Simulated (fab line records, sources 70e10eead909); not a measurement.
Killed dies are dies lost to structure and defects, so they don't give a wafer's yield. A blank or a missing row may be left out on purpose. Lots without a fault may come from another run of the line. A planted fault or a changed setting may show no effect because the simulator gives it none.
Which tool did it? | flow nand_harc | 6 lots, 17 wafers sampled, at 4 steps of a route of 1302

WHAT THE GAUGES READ, wafer by wafer
NHARC_END_SORT_01.
lot  | measured     | on        | killed_at_array
L199 | day 31 01:42 | prober-01 | 66 70 69
L203 | day 32 09:56 | prober-01 | 41 41 30
L204 | day 34 13:04 | prober-01 | 36 31 42

WHICH TOOL RAN EACH LOT (tool, then ch and the chambers of the sampled wafers, then the start)
lot  | NHARC_A_SGD_CUT_DEP_20       | NHARC_A_SGD_CUT_CMP_21        | NHARC_A_SGD_CUT_STRIP_28
L187 | fcvd-01 ch 1, day 20 10:57   | cmp-04 ch 0,2,3, day 20 15:27 | rie_diel-12 ch 0,2,3, no start
L189 | fcvd-02 ch 0,1, day 21 08:03 | cmp-02 ch 0,3, day 21 12:39   | rie_diel-12 ch 0,1,3, day 21 13:19
L193 | fcvd-01 ch 0, day 23 09:37   | cmp-04 ch 0,1, day 23 14:18   | rie_diel-12 ch 1,3, no start
L199 | fcvd-02 ch 0,1, day 26 02:08 | cmp-01 ch 0,2,3, day 26 08:40 | rie_diel-12 ch 1,2, day 26 09:15
L203 | fcvd-02 ch 0,1, day 27 04:03 | cmp-01 ch 0,1,3, day 27 09:05 | rie_diel-09 ch 1,2,3, day 32 09:56 or earlier
L204 | fcvd-01 ch 1, day 28 18:21   | cmp-01 ch 1,2,3, day 28 23:19 | rie_diel-12 ch 0,3, day 34 13:04 or earlier
- NHARC_A_SGD_CUT_DEP_20: deposits SiO2, target thk 150 nm.
- NHARC_A_SGD_CUT_CMP_21: polishes, target thk 148.19 nm.
- NHARC_A_SGD_CUT_STRIP_28: strips in O2, time 20 s.

THE ANSWER, worked out from the rows above alone
Rule: what is usual is taken from the lots themselves. Put in order of their means at a reading, lots are off if they are a third of the lots or fewer, leave a main group of 4 or more, and stand apart from it by a gap of 3 or more times the standard deviation of the main group's means; of several such gaps the widest counts. A main group whose means are all the same, to the digits that the tables above print for the reading, isn't used. A lot without any number at a reading at which 4 lots or more have one is off too. The other lots that the step has rows for count as sound.
No lot is off at any reading shown: from this, nothing can be told.

WHAT THE SIMULATOR HAD PUT IN
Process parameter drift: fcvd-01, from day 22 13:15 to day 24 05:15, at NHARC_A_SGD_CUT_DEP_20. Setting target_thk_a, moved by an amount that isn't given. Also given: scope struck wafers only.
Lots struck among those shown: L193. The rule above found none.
